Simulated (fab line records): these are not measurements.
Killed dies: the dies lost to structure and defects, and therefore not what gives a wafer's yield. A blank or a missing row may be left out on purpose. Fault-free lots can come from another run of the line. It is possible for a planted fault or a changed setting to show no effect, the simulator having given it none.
Which tool was responsible? + flow n5 finfet + 72 wafers from 24 lots sampled at 3 of the route's 1938 steps

## WHAT THE GAUGES READ, wafer by wafer
N5_BEOL_M4_CD_MEAS_11: the cd target is 16.79 nm.
| lot  | measured     | on        | cd nm (nm)        |
|------|--------------|-----------|-------------------|
| L074 | day 7 09:20  | cd sem-01 | 16.96 16.82 16.76 |
| L075 | day 7 22:17  | cd sem-03 | 17.30 16.67 16.65 |
| L077 | day 7 23:05  | cd sem-01 | 17.02 16.84 16.74 |
| L076 | day 8 07:35  | cd sem-01 | 16.80 16.73 16.95 |
| L078 | day 8 14:52  | cd sem-02 | 16.81 16.92 16.62 |
| L079 | day 8 17:42  | cd sem-01 | 16.80 16.83 16.82 |
| L080 | day 8 21:59  | cd sem-01 | 16.94 17.04 16.93 |
| L081 | day 9 11:51  | cd sem-01 | 16.85 16.77 16.44 |
| L082 | day 9 18:08  | cd sem-01 | 16.99 16.83 16.76 |
| L083 | day 9 22:11  | cd sem-01 | 16.93 16.92 17.12 |
| L084 | day 10 09:19 | cd sem-03 | 16.92 17.00 16.79 |
| L085 | day 10 12:29 | cd sem-03 | 17.25 16.88 17.10 |
| L086 | day 10 16:43 | cd sem-01 | 16.76 16.39 16.53 |
| L088 | day 11 00:30 | cd sem-01 | 16.74 16.62 16.52 |
| L089 | day 11 04:54 | cd sem-02 | 16.73 16.94 16.80 |
| L087 | day 11 05:02 | cd sem-01 | 17.35 17.03 16.56 |
| L090 | day 11 06:50 | cd sem-02 | 16.47 17.01 16.81 |
| L091 | day 11 11:11 | cd sem-01 | 16.97 16.74 16.93 |
| L093 | day 12 00:59 | cd sem-01 | 16.77 16.39 17.08 |
| L092 | day 12 02:01 | cd sem-02 | 16.91 16.98 16.69 |
| L094 | day 12 21:16 | cd sem-01 | 16.82 16.68 17.11 |
| L095 | day 13 04:47 | cd sem-02 | 16.75 16.51 16.34 |
| L096 | day 13 05:28 | cd sem-01 | 16.94 16.55 16.73 |
| L097 | day 13 15:01 | cd sem-02 | 16.73 16.88 16.52 |

## WHAT TOOL EACH LOT RAN ON (gives the tool, then ch and the chambers of the sampled wafers, and finally the start)
| lot  | N5_BEOL_M3_SPUTTER_86        | N5_BEOL_M3_SPUTTER_96        |
|------|------------------------------|------------------------------|
| L074 | pvd sputter-03, day 7 05:14  | pvd sputter-03, day 7 06:20  |
| L075 | pvd sputter-03, day 7 17:25  | pvd sputter-03, day 7 18:31  |
| L077 | pvd sputter-02, day 7 20:01  | pvd sputter-02, day 7 21:07  |
| L076 | pvd sputter-03, day 7 23:40  | pvd sputter-03, day 8 00:46  |
| L078 | pvd sputter-03, day 8 10:02  | pvd sputter-03, day 8 11:08  |
| L079 | pvd sputter-03, day 8 13:01  | pvd sputter-03, day 8 14:07  |
| L080 | pvd sputter-01, day 8 18:35  | pvd sputter-01, day 8 19:41  |
| L081 | pvd sputter-02, day 9 07:33  | pvd sputter-02, day 9 08:39  |
| L082 | pvd sputter-01, day 9 14:26  | pvd sputter-01, day 9 15:32  |
| L083 | pvd sputter-02, day 9 17:19  | pvd sputter-02, day 9 18:25  |
| L084 | pvd sputter-03, day 10 05:47 | pvd sputter-03, day 10 06:53 |
| L085 | pvd sputter-01, day 10 06:59 | pvd sputter-01, day 10 08:05 |
| L086 | pvd sputter-01, day 10 13:36 | pvd sputter-01, day 10 14:42 |
| L088 | pvd sputter-02, day 10 21:28 | pvd sputter-02, day 10 22:34 |
| L089 | pvd sputter-02, day 11 00:44 | pvd sputter-02, day 11 01:50 |
| L087 | pvd sputter-03, day 11 00:55 | pvd sputter-03, day 11 02:01 |
| L090 | pvd sputter-03, day 11 03:51 | pvd sputter-03, day 11 04:57 |
| L091 | pvd sputter-02, day 11 07:18 | pvd sputter-02, day 11 08:24 |
| L093 | pvd sputter-01, day 11 20:28 | pvd sputter-01, day 11 21:34 |
| L092 | pvd sputter-03, day 11 23:04 | pvd sputter-03, day 12 00:10 |
| L094 | pvd sputter-02, day 12 17:38 | pvd sputter-02, day 12 18:44 |
| L095 | pvd sputter-02, day 12 23:32 | pvd sputter-02, day 13 00:38 |
| L096 | pvd sputter-03, day 13 01:53 | pvd sputter-03, day 13 02:59 |
| L097 | pvd sputter-02, day 13 12:00 | pvd sputter-02, day 13 13:06 |
- N5_BEOL_M3_SPUTTER_86: material Cu, target thk 4.5 nm, time 8.29 s.
- N5_BEOL_M3_SPUTTER_96: material Cu, target thk 4.5 nm, time 8.29 s.

## AS READ BY THE TOOLS THEMSELVES (means over the sampled wafers that have a number; for cases with no such wafer, the mark the record gives instead)
N5_BEOL_M3_SPUTTER_86.
| lot  | tool           | throttle valve pct (%) |
|------|----------------|------------------------|
| L074 | pvd sputter-03 | 29.9                   |
| L075 | pvd sputter-03 | 30.0                   |
| L077 | pvd sputter-02 | 29.8                   |
| L076 | pvd sputter-03 | 29.7                   |
| L078 | pvd sputter-03 | 30.6                   |
| L079 | pvd sputter-03 | 29.9                   |
| L080 | pvd sputter-01 | 30.3                   |
| L081 | pvd sputter-02 | 30.4                   |
| L082 | pvd sputter-01 | 30.0                   |
| L083 | pvd sputter-02 | 29.6                   |
| L084 | pvd sputter-03 | 30.4                   |
| L085 | pvd sputter-01 | 29.2                   |
| L086 | pvd sputter-01 | 30.7                   |
| L088 | pvd sputter-02 | 30.1                   |
| L089 | pvd sputter-02 | 30.3                   |
| L087 | pvd sputter-03 | 29.9                   |
| L090 | pvd sputter-03 | 29.8                   |
| L091 | pvd sputter-02 | 30.4                   |
| L093 | pvd sputter-01 | 31.0                   |
| L092 | pvd sputter-03 | 30.1                   |
| L094 | pvd sputter-02 | 29.9                   |
| L095 | pvd sputter-02 | 30.1                   |
| L096 | pvd sputter-03 | 30.0                   |
| L097 | pvd sputter-02 | 30.0                   |

N5_BEOL_M3_SPUTTER_96.
| lot  | tool           | throttle valve pct (%) |
|------|----------------|------------------------|
| L074 | pvd sputter-03 | 29.7                   |
| L075 | pvd sputter-03 | 30.0                   |
| L077 | pvd sputter-02 | 29.8                   |
| L076 | pvd sputter-03 | 29.6                   |
| L078 | pvd sputter-03 | 30.6                   |
| L079 | pvd sputter-03 | 30.0                   |
| L080 | pvd sputter-01 | 30.1                   |
| L081 | pvd sputter-02 | 30.4                   |
| L082 | pvd sputter-01 | 30.0                   |
| L083 | pvd sputter-02 | 29.5                   |
| L084 | pvd sputter-03 | 30.5                   |
| L085 | pvd sputter-01 | 29.4                   |
| L086 | pvd sputter-01 | 30.5                   |
| L088 | pvd sputter-02 | 30.1                   |
| L089 | pvd sputter-02 | 30.3                   |
| L087 | pvd sputter-03 | 30.0                   |
| L090 | pvd sputter-03 | 29.9                   |
| L091 | pvd sputter-02 | 30.3                   |
| L093 | pvd sputter-01 | 31.0                   |
| L092 | pvd sputter-03 | 29.9                   |
| L094 | pvd sputter-02 | 29.7                   |
| L095 | pvd sputter-02 | 30.2                   |
| L096 | pvd sputter-03 | 30.0                   |
| L097 | pvd sputter-02 | 30.0                   |

## THE ANSWER, worked out from the rows above alone
Rule: the usual values come from the lots themselves. Put in order of their means at a reading, lots are off if they are a third of the lots or fewer, leave a main group of 4 or more, and stand apart from it by a gap of 3 or more times the standard deviation of the main group's means; of several such gaps the widest counts. The tables above print the reading to a certain number of digits; a main group whose means all agree to those digits is not used. A lot without any number at a reading at which 4 lots or more have one is off too. Where the step has rows for the other lots, those lots are counted as sound. After the gauges, taken in route order, come the tools' own readings; for these a lot's mean is taken, as printed above. The first step at which some lot is off is used, and at that step the reading that is off furthest; a lot without a number counts as furthest.
None of the lots is off at any reading shown; this tells nothing.

## WHAT THE SIMULATOR HAD PUT IN
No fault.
